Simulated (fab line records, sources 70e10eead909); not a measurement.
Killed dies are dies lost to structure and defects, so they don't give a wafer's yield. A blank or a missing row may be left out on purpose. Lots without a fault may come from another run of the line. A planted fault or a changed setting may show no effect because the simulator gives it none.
Chamber matching | flow nand_harc | NHARC_A_STAIRCASE_TRIM_229 on rie_diel-02: 4 sister chambers
The step chemistry O2, time 211.2 s. 30 wafers are shown with their chamber, then 12 later ones without.

WAFERS WITH THEIR CHAMBER
wafer  | chamber | drypump_motor_current_A (A) | showerhead_plenum_p_Torr (Torr) | oes_product_au (a.u.)
L080.2 | 1       | 5.4                         | 3.33                            | 1.003
L080.3 | 0       | 5.9                         | 3.45                            | 0.998
L080.6 | 3       | 5.0                         | 3.38                            | 0.993
L079.1 | 1       | 5.4                         | 3.33                            | 1.008
L079.3 | 3       | 5.0                         | 3.38                            | 0.997
L079.6 | 0       | 5.9                         | 3.45                            | 1.003
L081.2 | 0       | 5.9                         | 3.45                            | 1.007
L081.3 | 1       | 5.4                         | 3.32                            | 1.012
L081.4 | 3       | 5.0                         | 3.38                            | 0.999
L081.1 | 2       | 5.3                         | 3.32                            | 1.006
L081.5 | 2       | 5.4                         | 3.32                            | 1.003
L081.6 | 1       | 5.4                         | 3.32                            | 1.011
L083.1 | 3       | 5.0                         | 3.37                            | 1.002
L083.2 | 2       | 5.4                         | 3.32                            | 0.997
L083.5 | 3       | 5.0                         | 3.37                            | 0.994
L085.1 | 0       | 6.0                         | 3.44                            | 1.004
L085.4 | 3       | 5.0                         | 3.37                            | 0.988
L085.6 | 1       | 5.4                         | 3.32                            | 1.009
L086.1 | 1       | 5.4                         | 3.32                            | 1.002
L086.2 | 0       | 5.9                         | 3.44                            | 0.998
L086.4 | 2       | 5.4                         | 3.32                            | 1.004
L086.3 | 3       | 5.0                         | 3.37                            | 0.995
L086.5 | 3       | 5.0                         | 3.37                            | 0.997
L086.6 | 2       | 5.4                         | 3.32                            | 1.005
L088.2 | 2       | 5.4                         | 3.31                            | 1.002
L088.4 | 3       | 5.0                         | 3.37                            | 0.991
L088.5 | 3       | 5.0                         | 3.37                            | 0.998
L090.1 | 1       | 5.4                         | 3.32                            | 1.010
L090.3 | 2       | 5.3                         | 3.31                            | 0.999
L090.5 | 0       | 5.9                         | 3.44                            | 0.998

SIGNATURES (means of the wafers above)
reading                  | chamber 0 | chamber 1 | chamber 2 | chamber 3 | scatter within a chamber
drypump_motor_current_A  | 5.917     | 5.400     | 5.371     | 5.000     | 0.0295
showerhead_plenum_p_Torr | 3.4450    | 3.3229    | 3.3171    | 3.3730    | 0.00498
oes_product_au           | 1.00133   | 1.00786   | 1.00229   | 0.99540   | 0.00382
Rule: a wafer's distance from a chamber is the root of the sum, over the readings, of the square of ((its reading less the chamber's mean) divided by the reading's scatter). The wafer belongs to the nearest chamber; if the next one is less than 2 further off, it can't be placed. The scatter: the root of (the sum of the squares of (reading less its chamber's mean) over the shown wafers, divided by (wafers less chambers)).

WAFERS WITHOUT THEIR CHAMBER
wafer  | drypump_motor_current_A (A) | showerhead_plenum_p_Torr (Torr) | oes_product_au (a.u.)
L094.1 | 5.9                         | 3.43                            | 0.997
L094.2 | 5.0                         | 3.36                            | 1.000
L094.3 | 5.4                         | 3.31                            | 0.987
L094.4 | 5.4                         | 3.31                            | 1.010
L094.5 | 5.4                         | 3.31                            | 0.994
L094.6 | 5.4                         | 3.31                            | 0.987
L095.1 | 5.9                         | 3.43                            | 0.995
L095.2 | 5.4                         | 3.31                            | 1.004
L095.3 | 5.4                         | 3.31                            | 0.987
L095.4 | 5.0                         | 3.36                            | 0.996
L095.5 | 5.0                         | 3.36                            | 1.002
L095.6 | 5.4                         | 3.31                            | 1.004

WHICH CHAMBER EACH WENT THROUGH
wafer  | from the rows above     | in truth
L094.1 | 0                       | 0
L094.2 | 3                       | 3
L094.3 | can't be placed: 2 or 1 | 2
L094.4 | can't be placed: 1 or 2 | 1
L094.5 | can't be placed: 2 or 1 | 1
L094.6 | can't be placed: 2 or 1 | 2
L095.1 | 0                       | 0
L095.2 | can't be placed: 2 or 1 | 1
L095.3 | can't be placed: 2 or 1 | 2
L095.4 | 3                       | 3
L095.5 | 3                       | 3
L095.6 | can't be placed: 2 or 1 | 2
Placed correctly: 5 of 12. Can't be placed from these rows: 7 (the true chamber is among the candidates in 7). Placed wrongly: 0.
